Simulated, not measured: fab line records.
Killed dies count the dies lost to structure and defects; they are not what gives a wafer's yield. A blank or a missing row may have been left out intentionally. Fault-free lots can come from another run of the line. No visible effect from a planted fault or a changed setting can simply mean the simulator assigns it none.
fab line records	flow nand_harc
[record] lots = 7	wafers = 21	last_day = 33
route steps=1302 shown A_CHANNEL_FILL_D1@500 END@1302
lots with no fault: from the same line, run without faults
start_h: start of the lot's first displayed wafer, in hours after the record's first day	wait_h: hours from the lot's prior step to this one	" identical to the entry in the row above	L1.1+2: one row covering several wafers at once	- no value, or no start was given	* or withheld: withheld	< > ~ a bound
route shown NAME@n: names a module that has steps shown in the file, with the first one's number in the route	usual: mean and standard deviation over wafers with no fault	same: alike in all rows	chamber/n: place in a boat	sites: each site's reading	_std_site: their standard deviation	_edge_site: the outer-site mean with the inner-site mean subtracted	radius_mm: how far each site lies from the wafer's centre	mask NAME#n: copy n	behind: the last tool/chamber to shape the wafer	hold: why the lot was held/for how many hours/how that ended	device: names the non-switching transistor (n, p or np)	end of line: the same wafers' tests at the end of the route	a step given without rows: its recipe and nothing more	killed: not the wafer's yield, but the dies lost to structure and defects at the first sort	map: the dies of a wafer, with x for killed, . for not killed, _ for no die there
set.NAME: the setting that was run; set.NAME@STEP: the one run at that earlier step	model.NAME: the simulator's own value behind a step, which no gauge read
a table for each step, a row for each wafer; lots at some steps of the route
services: the hour from which a tool's chamber was out of use, counted from the record's first day as start_h (under 0 if before that day), plus the number of hours and why
[[steps]]
[step NHARC_A_CHANNEL_FILL_D1_ETCHBACK_20]
[recipe] target_depth_a = 270	time_s = 13.5	c4f8_flow_sccm = withheld	o2_flow_sccm = 8	ar_flow_sccm = withheld	rf_w = 600	bias_w = 1500	chemistry = C4F8/O2/Ar
[usual] oes_product_au = 0.97/0.038	rf_vpp_V = 981/5.6
lot.wafer	tool	chamber	start_h	wait_h	oes_product_au	rf_hours_counter_h	rf_vpp_V
L894.3	rie_diel-05	2	229.00	-	0.92	8	985
L894.4	"	3	"	"	0.95	-	984
L894.5	"	2	"	"	0.93	-	984
L898.1	rie_diel-10	2	258.58	-	1.00	0	972
L898.6	"	3	"	"	1.00	-	979
L898.5	"	0	"	"	1.01	-	986
L899.3	rie_diel-07	1	267.43	-	0.99	9	980
L899.1	"	2	"	"	1.00	9	982
L899.5	"	1	"	"	1.00	-	980
L900.3	rie_diel-05	1	278.82	-	1.00	2	977
L900.2	"	2	"	"	0.99	3	984
L900.4	"	0	"	"	1.00	2	986
L906.4	rie_diel-07	2	350.29	-	1.00	2	982
L906.3	"	3	"	"	1.00	3	987
L906.6	"	0	"	"	1.01	-	986
L908.2	rie_diel-10	0	379.66	-	0.95	5	986
L908.3	"	1	"	"	0.94	4	969
L908.4	"	3	"	"	0.93	5	978
L915.2	rie_diel-07	1	434.81	-	0.93	7	980
L915.3	"	3	"	"	0.92	7	988
L915.5	"	2	"	"	0.93	-	981
[step NHARC_A_CHANNEL_FILL_D1_STRIP_28]
[recipe] time_s = 20	o2_flow_sccm = 500	ar_flow_sccm = 0	bias_w = 0	chemistry = O2
[usual] drypump_motor_current_A = 5.6/0.41	o2_flow_sccm = 500.1/1.5	oes_product_au = 1.004/0.013	rf_vpp_V = 57.9/0.9	showerhead_plenum_p_Torr = 3.60/0.14	throttle_valve_pct = 17.036/0.0084
lot.wafer	tool	chamber	start_h	wait_h	drypump_motor_current_A	o2_flow_sccm	oes_product_au	rf_hours_counter_h	rf_vpp_V	showerhead_plenum_p_Torr	throttle_valve_pct
L894.3	rie_diel-05	1	229.09	0.1	5.2	500.5	0.999	7	56.8	3.52	17.018
L894.5	"	3	"	"	5.7	499.2	1.038	-	58.2	3.69	17.040
L894.4	"	1	"	"	5.2	500.9	0.993	-	58.5	3.52	17.027
L898.1	rie_diel-10	0	258.65	0.1	5.6	497.0	1.011	0	57.2	3.71	17.060
L898.6	"	2	"	"	4.9	503.7	0.988	-	56.6	3.36	17.042
L898.5	"	3	"	"	5.8	498.2	0.989	-	57.2	3.51	17.022
L899.1	rie_diel-07	2	267.52	0.1	5.4	500.1	1.012	9	57.4	3.61	17.027
L899.3	"	0	"	"	6.5	500.9	1.009	10	58.6	3.75	17.027
L899.5	"	2	"	"	5.4	499.9	1.012	-	59.8	3.61	17.051
L900.2	rie_diel-05	1	278.91	0.1	5.2	500.0	0.999	2	58.0	3.52	17.049
L900.3	"	2	"	"	5.2	499.2	1.006	3	57.2	3.68	17.046
L900.4	"	0	"	"	5.9	500.4	1.003	3	57.7	3.72	17.047
L906.3	rie_diel-07	3	350.36	0.1	5.7	498.1	0.999	3	59.1	3.76	17.046
L906.4	"	2	"	"	5.5	500.0	1.011	2	57.4	3.61	17.042
L906.6	"	0	"	"	6.5	500.9	1.007	-	57.2	3.75	17.030
L908.4	rie_diel-10	0	379.75	0.1	5.6	499.0	1.018	5	59.0	3.71	17.036
L908.2	"	2	"	"	4.9	498.4	1.006	4	57.0	3.36	17.022
L908.3	"	3	"	"	5.8	498.4	0.991	5	57.4	3.51	17.037
L915.3	rie_diel-07	1	434.91	0.1	6.0	499.9	1.000	8	59.0	3.58	17.037
L915.2	"	0	"	"	6.5	499.3	1.009	8	57.2	3.75	17.034
L915.5	"	1	"	"	5.9	499.0	1.002	-	57.5	3.58	17.030
[step NHARC_A_CHANNEL_FILL_D1_PRECLEAN_21]
[recipe] time_s = 30	chemistry = dHF
[step NHARC_A_CHANNEL_FILL_D1_SRD_23]
[step NHARC_A_CHANNEL_FILL_D1_CVD_05]
[recipe] target_thk_a = 50	temp_c = 550	material = poly-Si
[step NHARC_A_CHANNEL_FILL_D1_ANNEAL_22]
[recipe] temp_c = 620	time_s = 7200
[step NHARC_A_CHANNEL_FILL_D1_THK_MEAS_06]
[recipe] thk_meas_gauge = ellipsometry
[usual] thk_nm = 5.1/1
lot.wafer	tool	chamber	start_h	wait_h	thk_nm
L894.3	film_metro-02	-	240.90	0.4	2.9
L894.4	"	-	"	"	4.1
L894.5	"	-	"	"	5.3
L898.1	film_metro-02	-	270.48	0.4	2.9
L898.5	"	-	"	"	4.4
L898.6	"	-	"	"	6.2
L899.1	film_metro-02	-	280.83	0.4	4.0
L899.3	"	-	"	"	5.3
L899.5	"	-	"	"	5.4
L900.2	film_metro-01	-	290.76	0.4	4.4
L900.3	"	-	"	"	5.5
L900.4	"	-	"	"	5.4
L906.3	film_metro-02	-	362.19	0.4	4.9
L906.4	"	-	"	"	4.3
L906.6	"	-	"	"	5.2
L908.2	film_metro-02	-	391.55	0.4	6.0
L908.3	"	-	"	"	4.6
L908.4	"	-	"	"	5.5
L915.2	film_metro-02	-	446.60	0.4	4.1
L915.3	"	-	"	"	3.5
L915.5	"	-	"	"	4.6
[step NHARC_A_CHANNEL_FILL_D1_ALD_25]
[recipe] target_thk_a = 600	pulse_time_s = 10	ald_cycles = 600	temp_c = 300	material = SiOx
[usual] heater_power_w = 485/39	precursor_pulse_height_rel = 1.001/0.021
lot.wafer	tool	chamber	start_h	wait_h	heater_power_w	precursor_pulse_height_rel
L894.4	ald_hk-01	2	240.96	0.1	540	1.000
L894.3	"	1	242.78	1.9	471	1.001
L894.5	"	2	"	"	544	0.990
L898.1	ald_hk-04	0	271.78	1.3	491	1.001
L898.6	"	2	273.02	2.5	546	1.047
L898.5	"	3	"	"	491	1.003
L899.1	ald_hk-01	3	280.89	0.1	489	1.032
L899.3	"	0	"	"	451	1.017
L899.5	"	0	283.96	3.1	451	1.001
L900.2	ald_hk-01	3	290.82	0.1	490	1.017
L900.4	"	0	"	"	454	1.020
L900.3	"	2	292.66	1.9	540	1.038
L906.4	ald_hk-03	1	362.24	0.0	486	1.014
L906.3	"	3	363.48	1.3	421	0.996
L906.6	"	1	364.72	2.5	493	0.974
L908.3	ald_hk-04	1	392.48	0.9	469	1.001
L908.2	"	3	393.72	2.2	503	0.986
L908.4	"	0	"	"	494	0.974
L915.2	ald_hk-01	3	447.28	0.7	519	1.022
L915.3	"	0	"	"	450	0.988
L915.5	"	2	449.15	2.5	542	0.996
[step NHARC_A_CHANNEL_FILL_D1_ETCHBACK_08]
[recipe] target_depth_a = 2200	time_s = 110	c4f8_flow_sccm = 20	ar_flow_sccm = withheld	rf_w = 600	bias_w = 300	chemistry = C4F8
[usual] oes_product_au = 0.96/0.039	rf_vpp_V = 442.2/2.8
lot.wafer	tool	chamber	start_h	wait_h	oes_product_au	rf_hours_counter_h	rf_vpp_V
L894.4	rie_diel-07	2	-	-	0.93	7	442.3
L894.3	"	3	"	"	0.91	8	444.3
L894.5	"	1	"	"	0.93	-	441.3
L898.1	rie_diel-07	2	-	-	0.93	9	443.9
L898.6	"	1	"	"	0.93	-	440.3
L898.5	"	2	"	"	0.93	-	441.4
L899.1	rie_diel-07	2	-	-	0.93	10	441.6
L899.3	"	0	"	"	0.93	11	444.9
L899.5	"	1	"	"	0.93	-	441.9
L900.4	rie_diel-10	0	-	-	1.03	1	445.2
L900.2	"	1	"	"	1.02	1	435.9
L900.3	"	2	"	"	1.00	1	438.1
L906.3	rie_diel-07	1	-	-	0.93	4	441.7
L906.4	"	3	"	"	0.92	4	445.1
L906.6	"	1	"	"	0.93	-	441.9
L908.4	rie_diel-07	1	-	-	1.01	5	441.1
L908.3	"	2	"	"	1.02	5	440.5
L908.2	"	3	"	"	0.99	5	447.0
L915.2	rie_diel-10	1	-	-	0.98	1	435.5
L915.3	"	2	"	"	0.99	1	437.8
L915.5	"	2	"	"	1.00	-	436.8
[step NHARC_A_CHANNEL_FILL_D1_STRIP_29]
[recipe] time_s = 20	o2_flow_sccm = 500	ar_flow_sccm = 0	bias_w = 0	chemistry = O2
[step NHARC_A_CHANNEL_FILL_D1_PRECLEAN_30]
[recipe] time_s = 30	chemistry = dHF
[step NHARC_A_CHANNEL_FILL_D1_SRD_31]
[step NHARC_A_CHANNEL_FILL_D1_CVD_09]
[recipe] target_thk_a = 1500	temp_c = 620	pressure_mtorr = 200	time_s = 3000	material = poly-Si
[usual] pressure_mtorr = 200.0/0.37	run_length_s = 3001.4/0.96
lot.wafer	tool	chamber	start_h	wait_h	pressure_mtorr	run_length_s
L894.3	lpcvd_poly-04	0	249.10	2.3	199.6	3002.5
L894.4	"	0	"	"	200.4	3002.5
L894.5	"	0	"	"	200.9	3002.5
L898.1	lpcvd_poly-02	-	278.67	2.3	-	-
L898.5	"	-	"	"	-	-
L898.6	"	-	"	"	-	-
L899.1	lpcvd_poly-04	-	289.06	2.3	-	-
L899.3	"	-	"	"	-	-
L899.5	"	-	"	"	-	-
L900.2	lpcvd_poly-04	-	298.98	2.3	-	-
L900.3	"	-	"	"	-	-
L900.4	"	-	"	"	-	-
L906.3	lpcvd_poly-03	0	370.54	2.4	200.4	3001.8
L906.4	"	0	"	"	200.2	3001.8
L906.6	"	0	"	"	200.3	3001.8
L908.2	lpcvd_poly-02	0	399.75	1.4	200.5	3000.5
L908.3	"	0	"	"	200.2	3000.5
L908.4	"	0	"	"	200.5	3000.5
L915.2	lpcvd_poly-03	0	454.97	2.4	200.5	3001.4
L915.3	"	0	"	"	200.1	3001.4
L915.5	"	0	"	"	200.5	3001.4
[step NHARC_A_CHANNEL_FILL_D1_CMP_10]
[recipe] target_thk_nm = 150
[usual] motor_current_A = 12.2/1.3	pad_life_wafers = 191/110	time_to_endpoint_s = 15/3.3
lot.wafer	tool	chamber	start_h	wait_h	motor_current_A	pad_life_wafers	time_to_endpoint_s
L894.3	cmp-04	1	252.31	0.4	13.1	163	17
L894.4	"	3	"	"	13.8	165	13
L894.5	"	1	"	"	12.4	-	17
L898.1	cmp-01	1	281.86	0.4	10.2	312	9
L898.6	"	1	"	"	10.1	-	9
L898.5	"	2	"	"	11.5	-	7
L899.1	cmp-01	3	292.29	0.4	12.5	31	8
L899.3	"	1	"	"	10.1	33	10
L899.5	"	2	"	"	11.6	-	8
L900.4	cmp-02	3	302.17	0.4	11.7	318	0
L900.2	"	0	"	"	11.9	319	10
L900.3	"	2	"	"	11.4	321	3
L906.3	cmp-02	2	373.73	0.4	11.6	182	16
L906.4	"	3	"	"	11.7	183	13
L906.6	"	1	"	"	14.0	-	12
L908.4	cmp-02	3	402.87	0.4	12.0	300	10
L908.2	"	1	"	"	13.6	302	10
L908.3	"	2	"	"	11.3	303	14
L915.3	cmp-02	3	458.17	0.4	12.5	126	12
L915.2	"	2	"	"	11.5	129	14
L915.5	"	3	"	"	12.3	-	12
[step NHARC_END_SORT_01]
[recipe] temp_c = 25
[usual] killed_at_array = 63/27	killed_at_other = 0.7/1.2	killed_at_periphery = 3.1/2	killed_dies = 67/28	killed_open = 3.0/1.9	killed_short = 2.2/1.5
[same] gross_dies = 677
lot.wafer	tool	chamber	start_h	wait_h	killed_at_array	killed_at_other	killed_at_periphery	killed_dies	killed_open	killed_short
L898.1	prober-01	0	605.55	2.5	672	1	4	677	2	0
L898.5	prober-01	0	608.74	3.7	671	1	5	677	2	4
L898.6	prober-01	0	609.54	4.0	671	2	4	677	2	1
L899.1	prober-02	0	615.73	2.5	672	0	5	677	3	3
L899.3	prober-02	0	617.31	3.1	674	0	3	677	3	0
L899.5	prober-02	0	618.89	3.7	676	0	1	677	4	6
L900.2	prober-01	0	623.97	2.8	673	0	4	677	7	5
L900.3	prober-01	0	624.76	3.1	673	3	1	677	2	0
L900.4	prober-01	0	625.55	3.4	669	3	5	677	6	5
L906.3	prober-01	0	700.84	3.1	38	0	1	39	1	1
L906.6	prober-01	0	703.23	4.0	49	0	1	50	3	1
// killed by level:class
L898.1 A_CHANNEL_FILL_D1:area_cvd=576 A_CHANNEL_HOLE_D2:chamber_film_flake=32 A_SLIT:chamber_film_flake=31 A_CHANNEL_HOLE_D1:chamber_film_flake=27 A_CHANNEL_FILL_D1:chamber_film_flake=2 A_DECK1_JOINT:chamber_film_flake=2 P_M0:geometric_particle:open=1 A_DECK1_JOINT:geometric_particle:open=1
L898.5 A_CHANNEL_FILL_D1:area_cvd=569 A_SLIT:chamber_film_flake=32 A_CHANNEL_HOLE_D1:chamber_film_flake=30 A_CHANNEL_HOLE_D2:chamber_film_flake=29 P_GATE:chamber_film_flake=3 A_CONTACT:chamber_film_flake=3 A_ONON_D2:geometric_particle:short=2 P_CONTACT:geometric_particle:open=1
L898.6 A_CHANNEL_FILL_D1:area_cvd=570 A_CHANNEL_HOLE_D1:chamber_film_flake=34 A_CHANNEL_HOLE_D2:chamber_film_flake=31 A_SLIT:chamber_film_flake=28 P_GATE:chamber_film_flake=3 A_STAIRCASE:chamber_film_flake=2 A_M1:chamber_film_flake=2 A_ONON_D2:geometric_particle:short=1
L899.1 A_CHANNEL_FILL_D1:area_cvd=645 A_CHANNEL_HOLE_D2:chamber_film_flake=11 A_CHANNEL_HOLE_D1:chamber_film_flake=6 A_CONTACT:chamber_film_flake=2 P_CONTACT:geometric_particle:open=1 P_CONTACT:geometric_particle:short=1 A_SOURCE_PLATE:geometric_particle:open=1 A_ONON_D1:geometric_particle:short=1
L899.3 A_CHANNEL_FILL_D1:area_cvd=649 A_CHANNEL_HOLE_D2:chamber_film_flake=12 A_CHANNEL_HOLE_D1:chamber_film_flake=6 P_M0:geometric_particle:open=1 A_CHANNEL_HOLE_D2:geometric_particle:open=1 A_SGD_CUT:geometric_particle:open=1 P_GATE:chamber_film_flake=1 P_BONDPAD:chamber_film_flake=1
L899.5 A_CHANNEL_FILL_D1:area_cvd=654 A_CHANNEL_HOLE_D2:chamber_film_flake=8 A_CHANNEL_HOLE_D2:geometric_particle:short=2 A_CHANNEL_FILL_D1:geometric_particle:short=1 A_DECK1_JOINT:geometric_particle:short=1 A_CHANNEL_HOLE_D2:geometric_particle:open=1 A_CHANNEL_FILL_D2:geometric_particle:open=1 A_SGD_CUT:geometric_particle:short=1
L900.2 A_CHANNEL_FILL_D1:area_cvd=568 A_SLIT:chamber_film_flake=40 A_CHANNEL_HOLE_D1:chamber_film_flake=25 A_CHANNEL_HOLE_D2:chamber_film_flake=20 A_CHANNEL_FILL_D1:chamber_film_flake=3 A_CONTACT:chamber_film_flake=3 A_WL_FILL:geometric_particle:open=2 A_STAIRCASE:chamber_film_flake=2
L900.3 A_CHANNEL_FILL_D1:area_cvd=568 A_SLIT:chamber_film_flake=43 A_CHANNEL_HOLE_D1:chamber_film_flake=26 A_CHANNEL_HOLE_D2:chamber_film_flake=20 A_CONTACT:chamber_film_flake=7 A_WL_FILL:chamber_film_flake=3 THIN_TSV:chamber_film_flake=3 A_STAIRCASE:chamber_film_flake=2
L900.4 A_CHANNEL_FILL_D1:area_cvd=577 A_SLIT:chamber_film_flake=32 A_CHANNEL_HOLE_D2:chamber_film_flake=27 A_CHANNEL_HOLE_D1:chamber_film_flake=16 A_CONTACT:chamber_film_flake=5 A_STAIRCASE:chamber_film_flake=4 THIN_TSV:chamber_film_flake=3 P_GATE:geometric_particle:open=1
L906.3 A_CHANNEL_HOLE_D2:chamber_film_flake=19 A_CHANNEL_HOLE_D1:chamber_film_flake=8 A_CONTACT:chamber_film_flake=7 A_CHANNEL_FILL_D1:geometric_particle:short=1 A_CHANNEL_FILL_D2:geometric_particle:open=1 P_CONTACT:chamber_film_flake=1 A_STAIRCASE:chamber_film_flake=1 A_SLIT:chamber_film_flake=1
L906.6 A_CHANNEL_HOLE_D2:chamber_film_flake=25 A_CONTACT:chamber_film_flake=10 A_CHANNEL_HOLE_D1:chamber_film_flake=5 A_SLIT:chamber_film_flake=4 P_GATE:geometric_particle:open=1 A_CHANNEL_FILL_D1:geometric_particle:open=1 A_SGD_CUT:geometric_particle:open=1 A_WL_FILL:geometric_particle:short=1
// map L898.1 (x killed, . not)
____________x____________
_________xxxxxxx_________
_______xxxxxxxxxxx_______
______xxxxxxxxxxxxx______
_____xxxxxxxxxxxxxxx_____
____xxxxxxxxxxxxxxxxx____
____xxxxxxxxxxxxxxxxx____
___xxxxxxxxxxxxxxxxxxx___
___xxxxxxxxxxxxxxxxxxx___
__xxxxxxxxxxxxxxxxxxxxx__
__xxxxxxxxxxxxxxxxxxxxx__
_xxxxxxxxxxxxxxxxxxxxxxx_
_xxxxxxxxxxxxxxxxxxxxxxx_
_xxxxxxxxxxxxxxxxxxxxxxx_
_xxxxxxxxxxxxxxxxxxxxxxx_
_xxxxxxxxxxxxxxxxxxxxxxx_
xxxxxxxxxxxxxxxxxxxxxxxxx
xxxxxxxxxxxxxxxxxxxxxxxxx
xxxxxxxxxxxxxxxxxxxxxxxxx
xxxxxxxxxxxxxxxxxxxxxxxxx
xxxxxxxxxxxxxxxxxxxxxxxxx
_xxxxxxxxxxxxxxxxxxxxxxx_
_xxxxxxxxxxxxxxxxxxxxxxx_
_xxxxxxxxxxxxxxxxxxxxxxx_
_xxxxxxxxxxxxxxxxxxxxxxx_
_xxxxxxxxxxxxxxxxxxxxxxx_
__xxxxxxxxxxxxxxxxxxxxx__
__xxxxxxxxxxxxxxxxxxxxx__
___xxxxxxxxxxxxxxxxxxx___
___xxxxxxxxxxxxxxxxxxx___
____xxxxxxxxxxxxxxxxx____
____xxxxxxxxxxxxxxxxx____
_____xxxxxxxxxxxxxxx_____
______xxxxxxxxxxxxx______
_______xxxxxxxxxxx_______
_________xxxxxxx_________
____________x____________
// map L899.1 (x killed, . not)
____________x____________
_________xxxxxxx_________
_______xxxxxxxxxxx_______
______xxxxxxxxxxxxx______
_____xxxxxxxxxxxxxxx_____
____xxxxxxxxxxxxxxxxx____
____xxxxxxxxxxxxxxxxx____
___xxxxxxxxxxxxxxxxxxx___
___xxxxxxxxxxxxxxxxxxx___
__xxxxxxxxxxxxxxxxxxxxx__
__xxxxxxxxxxxxxxxxxxxxx__
_xxxxxxxxxxxxxxxxxxxxxxx_
_xxxxxxxxxxxxxxxxxxxxxxx_
_xxxxxxxxxxxxxxxxxxxxxxx_
_xxxxxxxxxxxxxxxxxxxxxxx_
_xxxxxxxxxxxxxxxxxxxxxxx_
xxxxxxxxxxxxxxxxxxxxxxxxx
xxxxxxxxxxxxxxxxxxxxxxxxx
xxxxxxxxxxxxxxxxxxxxxxxxx
xxxxxxxxxxxxxxxxxxxxxxxxx
xxxxxxxxxxxxxxxxxxxxxxxxx
_xxxxxxxxxxxxxxxxxxxxxxx_
_xxxxxxxxxxxxxxxxxxxxxxx_
_xxxxxxxxxxxxxxxxxxxxxxx_
_xxxxxxxxxxxxxxxxxxxxxxx_
_xxxxxxxxxxxxxxxxxxxxxxx_
__xxxxxxxxxxxxxxxxxxxxx__
__xxxxxxxxxxxxxxxxxxxxx__
___xxxxxxxxxxxxxxxxxxx___
___xxxxxxxxxxxxxxxxxxx___
____xxxxxxxxxxxxxxxxx____
____xxxxxxxxxxxxxxxxx____
_____xxxxxxxxxxxxxxx_____
______xxxxxxxxxxxxx______
_______xxxxxxxxxxx_______
_________xxxxxxx_________
____________x____________
[[services]]
tool	chamber	start_h	hours	kind
rie_diel-05	0	224.78	15.7	repair
rie_diel-05	-	229.60	9.0	pm
cmp-02	-	229.77	1.2	repair
cmp-02	-	232.50	4.0	pm
rie_diel-10	-	242.50	9.0	pm
rie_diel-07	-	251.01	0.8	repair
rie_diel-05	1	255.99	1.6	repair
rie_diel-07	0	289.35	29.0	repair
rie_diel-07	-	294.39	9.0	pm
ald_hk-01	-	298.17	10.0	pm
rie_diel-05	3	305.93	34.1	repair
rie_diel-10	1	310.12	2.7	repair
cmp-02	-	330.50	4.0	pm
rie_diel-07	2	354.30	5.6	repair
ald_hk-01	-	367.01	0.5	repair
rie_diel-07	3	371.85	10.6	repair
rie_diel-07	1	387.89	7.5	repair
rie_diel-10	1	388.57	9.0	repair
cmp-02	-	395.09	1.0	repair
rie_diel-05	-	406.60	9.0	pm
rie_diel-10	-	419.50	9.0	pm
cmp-02	-	420.46	1.1	repair
cmp-02	-	428.50	4.0	pm
rie_diel-05	0	437.73	16.6	repair
[[key]]
[first_sign] step = NHARC_A_CHANNEL_FILL_D1_CVD_09	reading = tool_record	direction = missing
[effect] step = NHARC_END_SORT_01	reading = killed_at_array	direction = up	sigmas = 22	usual = 63	struck = 672
[more_kills_born_at] NHARC_A_CHANNEL_FILL_D1_CVD_09@lpcvd_poly-04 = 3660	NHARC_A_CHANNEL_FILL_D1_CVD_09@lpcvd_poly-02 = 1715
met_at NHARC_A_CHANNEL_FILL_D1_CVD_09
struck_wafers L898.1,L898.5,L898.6,L899.1,L899.3,L899.5,L900.2,L900.3,L900.4
later_rows_left_out L898.1,L898.5,L898.6,L899.1,L899.3,L899.5,L900.2,L900.3,L900.4
tester_left_out L898,L899,L900
onset_between 249.10 278.67
[fault] kind = skipped_step_whole	tool = lpcvd_poly-02,lpcvd_poly-04	chamber = -	onset_h = 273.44	steps = NHARC_A_CHANNEL_FILL_D1_CVD_09	scope = struck_lots_only
// tester_left_out: of these lots the tester's yield and bins aren't shown, on N5 and GAA mostly nor the transistor test; their killed dies are dies lost to structure and defects alone, not to doping, threshold or leakage, so they don't give the yield
// later_rows_left_out: the simulator's readings of these wafers behind a module that went badly wrong aren't trusted and aren't shown, but for the sort
